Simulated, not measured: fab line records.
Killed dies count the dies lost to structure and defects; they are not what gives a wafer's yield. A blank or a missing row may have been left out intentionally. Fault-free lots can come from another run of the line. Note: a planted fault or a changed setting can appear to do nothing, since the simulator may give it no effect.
fab line records	flow n5_finfet
record: lots: 4	wafers: 12	last_day: 18
route steps=1938 shown SD_EPI_N@269 SD_EPI_P@295 BEOL_M4@1111 PASSIVATION@1936
lots that met no fault: from a run of the same line without faults
start_h: start of the lot's first displayed wafer, in hours after the record's first day	wait_h: hours since the lot's step before	" unchanged from the row above	L1.1+2: a single row standing in for several wafers	- value missing, or start not given	* or withheld: withheld	< > ~ a bound
route shown NAME@n: NAME is a module with steps in the file, n the number in the route of the first one	usual: mean and standard deviation over wafers with no fault	same: alike in all rows	chamber/n: place in a boat	sites: each site's reading	_std_site: their standard deviation	_edge_site: outer sites' mean less inner sites'	radius_mm: how far each site lies from the wafer's centre	mask NAME#n: copy n	behind: the tool/chamber that last shaped the wafer	hold: reason for holding the lot/hours on hold/outcome of the hold	device: names the non-switching transistor (n, p or np)	end of line: the same wafers' tests at the end of the route	step lacking rows: just its recipe	killed: dies that structure and defects cost at the first sort, which is not the same as the wafer's yield	map: the dies of a wafer, with x for killed, . for not killed, _ for no die there
set.NAME: the setting as run; set.NAME@STEP: as run at that earlier step	model.NAME: the simulator's own value behind a step, which no gauge read
lots at selected steps of the route; one table per step, one row per wafer
services: when a tool's chamber went out of use (start_h, in hours from the record's first day, below 0 if earlier), for how many hours, and the reason
== steps ==
step: N5_SD_EPI_N_DEVELOP_08
recipe: develop_time_s: 30	developer: TMAH	resist: CAR-ArF-block	dev_temp_c: 23	rinse_liquid: diw	dry: air_spin
step: N5_SD_EPI_N_DESCUM_14
recipe: chemistry: O2	time_s: 7.9	source_power_w: 50	bias_power_w: 20	pressure_mtorr: 20	rf_frequency_hz: 2.712e+07	temp_c: 40	resist: CAR-ArF-block	o2_flow_sccm: 225
step: N5_SD_EPI_N_ETCH_34
recipe: chemistry: CF4	target: SiARC	target_depth_a: 455	mask_material: CAR-ArF-block	time_s: 75.8	ion_energy_ev: 80	pressure_mtorr: 40	source_w: 545	bias_w: 36	Ar_flow_sccm: 100	cf4_flow_sccm: 100	ends: cleared
step: N5_SD_EPI_N_ETCH_35
recipe: chemistry: N2/H2	target: SOC	overetch_a: 1080	mask_material: SiARC	temp_c: 40	ion_energy_ev: 100	source_w: 3000	bias_w: 133	pressure_mtorr: 20	time_s: 486	n2_flow_sccm: 200	h2_flow_sccm: 200
step: N5_SD_EPI_N_STRIP_36
recipe: chemistry: N2/H2	temp_c: 40	n2_flow_sccm: 200	h2_flow_sccm: 200	rf_frequency_hz: 6e+07
step: N5_SD_EPI_N_ETCHBACK_44
recipe: chemistry: CH3F/O2	mode: anisotropic_etchback	target: SiNx	target_depth_a: 145	stop_on: SiO2	over_etch_frac: 0.3	ion_energy_ev: 120	pressure_mtorr: 30	source_w: 395	bias_w: 73	Ar_flow_sccm: 150	CH3F_flow_sccm: 30	O2_flow_sccm: 20
step: N5_SD_EPI_N_ETCH_45
recipe: chemistry: CH3F/O2	target: SiOCN	target_depth_a: 60	mask_material: SOC	ion_energy_ev: 60	bias_w: 29	pressure_mtorr: 15	source_w: 410	Ar_flow_sccm: 150	CH3F_flow_sccm: 30	O2_flow_sccm: 20
step: N5_SD_EPI_N_ETCH_16
recipe: chemistry: CHF3/O2	target: SiO2	target_depth_a: 50	mask_material: SOC	pressure_mtorr: 30	source_w: 650	bias_w: 170	Ar_flow_sccm: 200	CHF3_flow_sccm: 50	O2_flow_sccm: 5	ion_energy_ev: 200
step: N5_SD_EPI_N_STRIP_47
recipe: chemistry: CHF3/O2	resist: SiARC	rf_frequency_hz: 6e+07
step: N5_SD_EPI_N_SD_RECESS_17
recipe: chemistry: HBr/Cl2/O2	target_depth_a: 410	mask_material: SOC	time_s: 23.7	bt_time_s: 3	pressure_mtorr: 10	icp_w: 800	bias_w: 112	HBr_flow_sccm: 150	Cl2_flow_sccm: 80	O2_flow_sccm: 12
usual: HBr_flow_sccm: 149.9/0.48	drypump_motor_current_A: 5.6/0.39	oes_product_au: 1.009/0.019	throttle_valve_pct: 37.2/0.31
lot.wafer	tool	chamber	start_h	wait_h	HBr_flow_sccm	drypump_motor_current_A	oes_product_au	rf_hours_counter_h	throttle_valve_pct	model.etch.depth_nm	model.SD_EPI_N.feature_depth_nm	model.Si_of_WELL_APT_EPI_41.thk_nm
L183.1	rie_si-04	0	88.94	0.0	149.8	5.9	1.033	117	37.2	41.65	41.6	7.2
L183.5	"	1	"	"	150.2	5.2	0.997	-	36.8	40.47	40.4	8.6
L183.6	"	2	"	"	150.1	5.1	1.038	-	37.0	41.82	41.8	7.2
L190.1	rie_si-04	0	127.74	0.0	149.6	5.9	1.030	117	37.2	41.3	41.2	9.6
L190.3	"	2	"	"	149.3	5.1	1.139	8	36.9	56.82	56.8	4.4
L190.5	"	3	"	"	150.5	6.3	1.016	-	37.2	40.68	40.6	9.6
L191.2	rie_si-04	3	133.69	0.0	150.1	6.3	1.109	36	37.2	56.77	56.8	4.2
L191.3	"	0	"	"	149.3	5.9	1.121	117	37.2	56.87	56.8	4.2
L191.4	"	2	"	"	150.3	5.1	1.038	9	37.0	41.57	41.6	8
L197.2	rie_si-01	0	177.28	0.0	150.1	6.1	0.998	79	36.9	40.94	41	9.8
L197.4	"	1	"	"	150.0	5.5	1.003	-	36.9	40.2	40.2	10.8
L197.5	"	2	"	"	150.2	5.0	1.018	-	37.3	40.9	41	8.8
step: N5_SD_EPI_N_STRIP_38
recipe: chemistry: N2/H2	power_w: 1000	temp_c: 250	h2_frac: 0.65	overash_fraction: 0.3	pressure_mtorr: withheld	n2_flow_sccm: 1750	h2_flow_sccm: 3250
step: N5_SD_EPI_N_WET_ETCH_43
recipe: chemistry: dHF	dilution: withheld	time_s: 14	target: SiO2	target_depth_a: 15	temp_c: 25
step: N5_SD_EPI_N_STRIP_18
recipe: chemistry: SPM	time_s: 750	temp_c: 130	h2so4_h2o2_vol_ratio: 4
lot.wafer	tool	chamber	start_h	wait_h	model.Si_of_WELL_APT_EPI_41.thk_nm
L183.1	wet_bench-04	6	89.13	0.0	6.8
L183.5	"	7	"	"	8.2
L183.6	"	5	"	"	7
L190.1+5	wet_bench-01	4,2	127.93	0.0	9.2
L190.3	"	3	"	"	4
L191.2	wet_bench-01	5	133.88	0.0	4
L191.3	"	2	"	"	3.8
L191.4	"	4	"	"	7.6
L197.2	wet_bench-04	7	177.48	0.0	9.4
L197.4	"	0	"	"	10.4
L197.5	"	6	"	"	8.4
step: N5_SD_EPI_N_SRD_20
recipe: dry: ipa_marangoni	do_ppb: 5	time_s: 30	temp_c: 23	rinse_liquid: diw
step: N5_SD_EPI_N_PRECLEAN_48
recipe: chemistry: NF3:NH3	afs_cycles: 2	temp_c: 30	time_s: 20	sublimation_temp_c: 180	sublimation_time_s: 60	pressure_torr: 3	rf_power_w: 30
step: N5_SD_EPI_N_VAPOR_ETCH_50
recipe: chemistry: HCl	target: Si	temp_c: 775	time_s: 54	pressure_torr: 20	mode: isotropic
step: N5_SD_EPI_N_EPI_21
recipe: material: Si:P	dopant: P	temp_c: 680	pressure_torr: 255	time_s: 690
step: N5_SD_EPI_N_PRECLEAN_24
recipe: chemistry: O3/DIW	time_s: 60	temp_c: 22	o3_ppm: 10
step: N5_SD_EPI_N_SRD_25
recipe: time_s: 30	temp_c: 23	rinse_liquid: diw	dry: ipa_marangoni
step: N5_SD_EPI_N_PRECLEAN_49
recipe: chemistry: NF3:NH3	afs_cycles: 1	temp_c: 30	time_s: 20	sublimation_temp_c: 180	sublimation_time_s: 60	pressure_torr: 3	rf_power_w: 30
step: N5_SD_EPI_N_LINER_46
recipe: material: SiNx	target_thk_a: 30	temp_c: 400	ald_precursor_family: SiH2I2	ald_co_reactant: N2/H2-plasma	pressure_torr: 2
step: N5_SD_EPI_P_COAT_34
recipe: resist: SOC	temp_c: 250	time_s: 60	spin_rpm: 1500	resist_thk_nm: 350
step: N5_SD_EPI_P_COAT_35
recipe: resist: SiARC	temp_c: 220	time_s: 60	spin_rpm: 1500	resist_thk_nm: 35
step: N5_SD_EPI_P_COAT_03
recipe: resist: CAR-ArF-block	spin_rpm: 1500	resist_thk_nm: 150
step: N5_SD_EPI_P_EBR_05
recipe: solvent: PGMEA	ebr_width_mm: 1.5
step: N5_SD_EPI_P_SOFTBAKE_04
recipe: temp_c: 110	time_s: 60	resist: CAR-ArF-block
step: N5_SD_EPI_P_EXPOSE_06
recipe: mask_id: SD_P_BLK	na: 1.35	source_shape: conventional	sigma_outer: 0.8	polarization: unpolarized	target_cd_nm: 240	dose_mj: 39.5
step: N5_SD_EPI_P_PEB_07
recipe: peb_temp_c: 110	peb_time_s: 60	resist: CAR-ArF-block
step: N5_SD_EPI_P_DEVELOP_08
recipe: develop_time_s: 30	developer: TMAH	resist: CAR-ArF-block	dev_temp_c: 23	rinse_liquid: diw	dry: air_spin
step: N5_SD_EPI_P_DESCUM_14
recipe: chemistry: O2	time_s: 7.9	source_power_w: 50	bias_power_w: 20	pressure_mtorr: 20	rf_frequency_hz: 2.712e+07	temp_c: 40	resist: CAR-ArF-block	o2_flow_sccm: 225
step: N5_SD_EPI_P_ETCH_36
recipe: chemistry: CF4	target: SiARC	target_depth_a: 455	mask_material: CAR-ArF-block	time_s: 75.8	ion_energy_ev: 80	pressure_mtorr: 40	source_w: 545	bias_w: 36	Ar_flow_sccm: 100	cf4_flow_sccm: 100	ends: cleared
step: N5_SD_EPI_P_ETCH_37
recipe: chemistry: N2/H2	target: SOC	overetch_a: 1080	mask_material: SiARC	temp_c: 40	ion_energy_ev: 100	source_w: 3000	bias_w: 133	pressure_mtorr: 20	time_s: 486	n2_flow_sccm: 200	h2_flow_sccm: 200	ends: end_point
step: N5_SD_EPI_P_STRIP_38
recipe: chemistry: N2/H2	temp_c: 40	n2_flow_sccm: 200	h2_flow_sccm: 200	rf_frequency_hz: 6e+07
step: N5_SD_EPI_P_ETCHBACK_46
recipe: chemistry: CH3F/O2	mode: anisotropic_etchback	target: SiNx	target_depth_a: 175	stop_on: SiO2	over_etch_frac: 0.3	ion_energy_ev: 120	pressure_mtorr: 30	source_w: 395	bias_w: 73	Ar_flow_sccm: 150	CH3F_flow_sccm: 30	O2_flow_sccm: 20
step: N5_BEOL_M4_RC_MEAS_101
usual: CJ_N: 4.33/0.095	DIBL_N: 35.9/1.4	DIBL_P: 35.9/1.7	EOT_N: 10.54/0.11	IGATE_N: 0.0122/0.0018	IOFF_N: 0.160/0.026	IOFF_N_85C: 3.1/0.42	IOFF_N_LIN: 0.074/0.0096	IOFF_N_LONG: 5.6e-05/2.4e-06	IOFF_P: 0.21/0.036	ION_N: 672/11	ION_P: 461/8.1	RC_DENSE_N: 19.1/0.51	RC_N: 15.6/0.41	REXT_N: 75.3/1.6	RS_SD_N: 28.4/0.42	SS_N: 71.4/0.54	SS_P: 73.2/0.67	VT_N: 249.3/2.7	VT_N_LONG: 274.5/1.7	VT_N_LVT: 98.2/2.6	VT_P: -250/3.9
lot.wafer	tool	chamber	start_h	wait_h	CJ_N	DIBL_N[mV/V]	DIBL_P[mV/V]	EOT_N	IGATE_N[nA/um]	IOFF_N[nA/um]	IOFF_N_85C[nA/um]	IOFF_N_LIN[nA/um]	IOFF_N_LONG[nA/um]	IOFF_P[nA/um]	ION_N[uA/um]	ION_P[uA/um]	RC_DENSE_N[ohm.um]	RC_N[ohm.um]	REXT_N[ohm.um]	RS_SD_N[ohm/sq]	SS_N[mV/dec]	SS_P[mV/dec]	VT_N[mV]	VT_N_LONG[mV]	VT_N_LVT[mV]	VT_P[mV]
L183.1	prober-01	0	197.43	0.0	4.47	35.6	36.0	10.50	0.0136	0.145	2.9	0.068	5.61e-05	0.20	664	454	18.8	15.3	71.3	28.6	71.7	72.9	250.9	276.2	100.8	-252
L183.5	"	0	"	"	4.37	33.9	35.2	10.48	0.0139	0.126	2.5	0.061	5.57e-05	0.19	665	459	19.7	15.8	72.6	28.5	70.2	73.1	252.5	277.0	105.3	-250
L183.6	"	0	"	"	4.48	35.0	35.5	10.42	0.0132	0.149	2.9	0.068	5.64e-05	0.19	662	459	19.3	15.9	72.9	28.6	71.4	72.1	251.5	274.6	100.0	-251
L190.1	prober-01	0	250.32	0.0	4.29	37.1	36.1	10.60	0.0101	0.182	3.5	0.082	5.63e-05	0.25	678	466	19.5	15.9	75.5	28.3	71.1	74.1	247.4	275.4	95.1	-245
L190.3	"	0	"	"	-	-	37.9	-	-	-	-	-	-	0.26	-	465	-	-	-	-	-	74.0	-	-	-	-247
L190.5	"	0	"	"	4.24	36.6	36.7	10.63	0.0101	0.176	3.4	0.080	5.56e-05	0.25	686	471	19.5	15.7	76.0	27.8	71.2	73.4	247.0	275.2	94.9	-246
L191.2	prober-01	0	254.57	0.2	-	-	38.9	-	-	-	-	-	-	0.30	-	480	-	-	-	-	-	74.8	-	-	-	-243
L191.3	"	0	"	"	-	-	34.8	-	-	-	-	-	-	0.23	-	466	-	-	-	-	-	73.2	-	-	-	-248
L191.4	"	0	"	"	4.41	36.8	36.1	10.55	0.0120	0.193	3.6	0.083	6.03e-05	0.24	682	464	18.6	15.1	73.7	28.4	71.8	74.2	244.8	273.4	95.6	-246
L197.2	prober-02	0	309.51	0.2	4.22	36.5	34.8	10.72	0.0120	0.142	2.8	0.068	5.15e-05	0.16	669	456	19.3	15.5	74.9	27.4	71.0	73.1	250.3	276.2	94.6	-257
L197.4	"	0	"	"	4.13	36.6	35.4	10.71	0.0097	0.139	2.8	0.067	5.06e-05	0.16	658	447	19.6	15.9	76.4	27.6	71.4	73.3	253.1	278.3	98.1	-257
L197.5	"	0	"	"	4.22	35.4	33.4	10.68	0.0116	0.124	2.5	0.061	5.12e-05	0.14	665	448	19.1	15.6	75.4	27.6	70.8	72.6	252.1	275.3	98.2	-257
step: N5_PASSIVATION_PROBE_49
usual: defect_limited_yield: 90.9/1.5	killed_at_M0_to_M3: 35/10	killed_at_M4_up: 14/5.2	killed_at_contacts: 13/7.3	killed_at_front_end: 42/12	killed_at_other: 3.4/2.5	killed_dies: 108/18	killed_open: 70/13	killed_short: 35/8	sort_bin_4_leakage: 0.00/0.007	sort_bin_5_function: 5.4/1	sort_bin_6_memory: 3.4/0.71	sort_n_pass: 1072/18	sort_yield_pct: 90.9/1.5
same: gross_dies: 1180	killed_at_back_side: 0	sort_bin_8_speed[%]: 0
lot.wafer	tool	chamber	start_h	wait_h	defect_limited_yield[%]	killed_at_M0_to_M3	killed_at_M4_up	killed_at_contacts	killed_at_front_end	killed_at_other	killed_dies	killed_open	killed_short	sort_bin_4_leakage[%]	sort_bin_5_function[%]	sort_bin_6_memory[%]	sort_n_pass	sort_yield_pct[%]
L183.1	prober-01	-	299.88	0.0	90.4	46	24	6	32	5	113	73	38	0	5.8	3.5	1067	90.4
L183.5	prober-01	-	300.08	0.2	90.7	36	16	14	37	7	110	69	41	0	5.3	3.6	1070	90.7
L183.6	prober-01	-	300.13	0.3	91.7	47	10	8	33	0	98	65	30	0	5.2	2.8	1082	91.7
L190.1	prober-01	-	366.35	0.0	89.8	32	16	17	55	0	120	74	41	0	6.4	3.1	1060	89.8
L190.3	prober-01	-	366.45	0.1	89.7	26	11	8	72	4	121	81	38	89.75	6.0	4.0	0	0
L190.5	prober-01	-	366.55	0.2	91.9	23	16	13	40	3	95	64	31	0	4.8	3.0	1085	91.9
L191.2	prober-02	-	372.61	0.1	87.5	56	14	20	54	3	147	94	49	87.54	7.1	4.7	0	0
L191.3	prober-02	-	372.66	0.1	90.6	31	15	12	51	2	111	62	48	90.59	5.5	3.1	0	0
L191.4	prober-02	-	372.71	0.2	90.9	44	12	7	40	4	107	66	39	0	5.0	4.1	1073	90.9
L197.2	prober-01	-	425.86	0.1	89.0	42	21	4	61	2	130	81	47	0	5.8	4.8	1050	89.0
L197.4	prober-01	-	425.96	0.2	89.7	30	15	16	57	3	121	78	39	0	5.8	4.3	1059	89.7
L197.5	prober-01	-	426.01	0.2	90.5	21	19	21	49	2	112	61	46	0	5.8	3.6	1068	90.5
killed by level:class
L183.1 BEOL_M0_SAQP:geometric_particle:short=16 BEOL_M0_SAQP:geometric_particle:open=8 BEOL_M4:geometric_particle:open=7 DUMMY_GATE:geometric_particle:open=6 STI_FIN_REVEAL:geometric_particle:open=5 BEOL_M1:geometric_particle:open=5 BEOL_M2:geometric_particle:open=5 BEOL_M5:geometric_particle:open=5
L183.5 MOL_CONTACT_COAG:geometric_particle:open=12 BEOL_M2:geometric_particle:open=9 BEOL_M0_SAQP:geometric_particle:short=8 BEOL_M4:geometric_particle:open=8 FIN_SAQP:geometric_particle:open=7 FIN_SAQP:geometric_particle:short=7 BEOL_M1:geometric_particle:open=6 BEOL_M0_SAQP:geometric_particle:open=6
L183.6 BEOL_M0_SAQP:geometric_particle:open=10 FIN_SAQP:geometric_particle:short=9 BEOL_M0:geometric_particle:open=9 BEOL_M0_SAQP:geometric_particle:short=8 FIN_SAQP:geometric_particle:open=7 MOL_CONTACT_COAG:geometric_particle:open=6 BEOL_M2:geometric_particle:open=6 STI_FIN_REVEAL:geometric_particle:open=5
L190.1 FIN_SAQP:geometric_particle:short=23 FIN_SAQP:geometric_particle:open=15 MOL_CONTACT_COAG:geometric_particle:open=12 BEOL_M2:geometric_particle:open=12 BEOL_M3:geometric_particle:open=7 BEOL_M8:geometric_particle:open=5 BEOL_M0_SAQP:geometric_particle:open=5 DUMMY_GATE:geometric_particle:open=4
L190.3 STI_FIN_REVEAL:geometric_particle:open=23 FIN_SAQP:geometric_particle:short=12 DUMMY_GATE:geometric_particle:open=11 FIN_SAQP:geometric_particle:open=7 MOL_CONTACT_COAG:geometric_particle:open=7 BEOL_M2:geometric_particle:open=5 BEOL_M0_SAQP:geometric_particle:open=4 BEOL_M0_SAQP:geometric_particle:short=4
L190.5 MOL_CONTACT_COAG:geometric_particle:open=11 BEOL_M3:geometric_particle:open=10 STI_FIN_REVEAL:geometric_particle:open=9 FIN_SAQP:geometric_particle:open=7 FIN_SAQP:geometric_particle:short=5 BEOL_M4:geometric_particle:open=5 DUMMY_GATE:geometric_particle:open=4 BEOL_M0_SAQP:geometric_particle:open=4
L191.2 MOL_CONTACT_COAG:geometric_particle:open=14 BEOL_M0_SAQP:geometric_particle:short=12 BEOL_M0_SAQP:geometric_particle:open=12 STI_FIN_REVEAL:geometric_particle:open=11 FIN_SAQP:geometric_particle:short=10 BEOL_M3:geometric_particle:open=10 BEOL_M2:geometric_particle:open=8 MOL_CONTACT_COAG:geometric_particle:short=6
L191.3 BEOL_M0_SAQP:geometric_particle:open=13 FIN_SAQP:geometric_particle:short=12 BEOL_M0_SAQP:geometric_particle:short=10 STI_FIN_REVEAL:geometric_particle:open=9 FIN_SAQP:geometric_particle:open=8 MOL_CONTACT_COAG:geometric_particle:open=7 BEOL_M4:geometric_particle:open=7 STARTING-WAFER:geometric_particle:short=5
L191.4 BEOL_M0_SAQP:geometric_particle:short=16 BEOL_M0_SAQP:geometric_particle:open=13 GATE_CUT:geometric_particle:open=9 FIN_SAQP:geometric_particle:short=6 GATE_CUT:geometric_particle:short=6 STI_FIN_REVEAL:geometric_particle:open=5 BEOL_M3:geometric_particle:open=5 FIN_SAQP:geometric_particle:open=4
L197.2 FIN_SAQP:geometric_particle:open=15 STI_FIN_REVEAL:geometric_particle:open=14 GATE_CUT:geometric_particle:short=12 BEOL_M2:geometric_particle:open=9 BEOL_M4:geometric_particle:open=8 FIN_SAQP:geometric_particle:short=6 BEOL_M3:geometric_particle:open=6 BEOL_M0:geometric_particle:open=5
L197.4 STI_FIN_REVEAL:geometric_particle:open=24 MOL_CONTACT_COAG:geometric_particle:open=12 BEOL_M0_SAQP:geometric_particle:short=8 STI_FIN_REVEAL:geometric_particle:short=7 DUMMY_GATE:geometric_particle:open=7 BEOL_M4:geometric_particle:open=6 BEOL_M0_SAQP:geometric_particle:open=5 BEOL_M1:geometric_particle:open=5
L197.5 MOL_CONTACT_COAG:geometric_particle:open=15 STI_FIN_REVEAL:geometric_particle:open=12 BEOL_M0_SAQP:geometric_particle:short=7 STI_FIN_REVEAL:geometric_particle:short=6 STARTING-WAFER:geometric_particle:short=6 FIN_SAQP:geometric_particle:open=5 GATE_CUT:geometric_particle:short=5 MOL_CONTACT_COAG:geometric_particle:short=5
map L190.3 (x killed, . not)
_________________............________________
______________..x............x.._____________
___________x..x.............x......__________
__________..x.........x.x.......x..._________
________.....x....x..................._______
_______...x............................______
______x...........................x....._____
_____......x...x....xx...............x...____
____........................x.x...x..x....___
___.......xxx..x..............x..xx....x...__
___........x...x....x.x...x................__
__.x............x..x.x.x...........x......x._
__x.x..x.......x...................x........_
_...x.....x...x.........x........x...........
_..x...................x..............x..x...
_..x.........................x..x....x.......
_...................x........................
_.........x.....................x.......x..x.
_............x...........x...x....x.........x
_........x................x.x.x..............
_.............x..x...x..x...........x........
__..xx......x....................x.........._
__...x..x..x.......x.x.......x.x.........x.._
___..................x.....x.............x.__
___...x.............x.....x..x.............__
____.x.....x..x.....x..x.........x.....x..___
_____...................x...x............____
______.x...........x.........x....x...x._____
_______...................x.x....x.....______
________........x......x.............._______
__________......x..................._________
___________........................__________
______________............x....._____________
_________________.....x......________________
map L191.2 (x killed, . not)
_________________......x.x.x.________________
______________.x...........x...._____________
___________.......................x__________
__________....x....x.............x.._________
________....x............x...x.x......_______
_______....x.x.....x.x............x..x.______
______...x............x...xx.........x.._____
_____.......x...............x.....x......____
____....................x..x....xx..x.....___
___......................x...........x.....__
___.x.x.x...x.........x.x...x..............__
__xx.....x.........x................x......x_
__..x.....x....x......x....x..x.........x..._
_....x...x..xx.....................x....x....
_...............................xx..x........
_................x.............x.xx......x...
_..........x......................x..........
_.................x....x.....x...............
_.....x............x..xx.x..............x...x
_..........................xxx...............
_..x.x..............xxx............x.....x...
__....x.....................x........x......_
__.x..x..........x....x.......x...x.x.xx...._
___.x..x.......................x........x..__
___.....................xx.x....xx.........__
____.x.....x...............x.x......x...xx___
_____.............x..x...x.......x..x....____
______...x...........xx................._____
_______....xx.......x.....x..x.....x...______
________...............x...x.x....xxx._______
__________x...........xx......x....x_________
___________x.....x.................__________
______________.............x...x_____________
_________________............________________
== services ==
tool	chamber	start_h	hours	kind
rie_si-01	-	82.92	15.6	pm
rie_si-04	3	142.13	1.4	repair
wet_bench-04	-	144.02	0.9	repair
rie_si-01	3	145.68	7.2	repair
rie_si-04	1	146.47	-	clean
rie_si-04	1	146.47	18.4	scheduled_down
rie_si-04	1	146.47	18.4	vent_cycle
rie_si-01	2	162.76	3.4	repair
rie_si-01	3	167.42	20.4	repair
== key ==
first_sign: step: N5_SD_EPI_N_SD_RECESS_17	reading: oes_product_au	direction: up	sigmas: 6	usual: 1.009	struck: 1.123
effect: step: N5_BEOL_M4_RC_MEAS_101	reading: CJ_N	direction: missing
effect: step: N5_BEOL_M4_RC_MEAS_101	reading: DIBL_N	direction: missing
effect: step: N5_BEOL_M4_RC_MEAS_101	reading: EOT_N	direction: missing
effect: step: N5_BEOL_M4_RC_MEAS_101	reading: IGATE_N	direction: missing
effect: step: N5_BEOL_M4_RC_MEAS_101	reading: IOFF_N	direction: missing
effect: step: N5_BEOL_M4_RC_MEAS_101	reading: IOFF_N_85C	direction: missing
effect: step: N5_BEOL_M4_RC_MEAS_101	reading: IOFF_N_LIN	direction: missing
effect: step: N5_BEOL_M4_RC_MEAS_101	reading: IOFF_N_LONG	direction: missing
effect: step: N5_BEOL_M4_RC_MEAS_101	reading: ION_N	direction: missing
effect: step: N5_BEOL_M4_RC_MEAS_101	reading: RC_DENSE_N	direction: missing
effect: step: N5_BEOL_M4_RC_MEAS_101	reading: RC_N	direction: missing
effect: step: N5_BEOL_M4_RC_MEAS_101	reading: REXT_N	direction: missing
effect: step: N5_PASSIVATION_PROBE_49	reading: sort_bin_4_leakage	direction: up	sigmas: 99+	usual: 0.00	struck: 89.29
model_effect: step: N5_SD_EPI_N_SD_RECESS_17	value: etch.depth_nm	without: 41.39	struck: 56.82
model_effect: step: N5_SD_EPI_N_STRIP_18	value: Si_of_WELL_APT_EPI_41.thk_nm	without: 7.933	struck: 3.933
met_at N5_SD_EPI_N_SD_RECESS_17
struck_wafers L190.3,L191.2,L191.3
onset_between 88.94 127.74
fault: kind: process_parameter_drift	tool: rie_si-04	chamber: -	onset_h: 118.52	steps: N5_SD_EPI_N_SD_RECESS_17	channel: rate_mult	offset: 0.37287	shape: step	end_h: 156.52	scope: struck_wafers_only
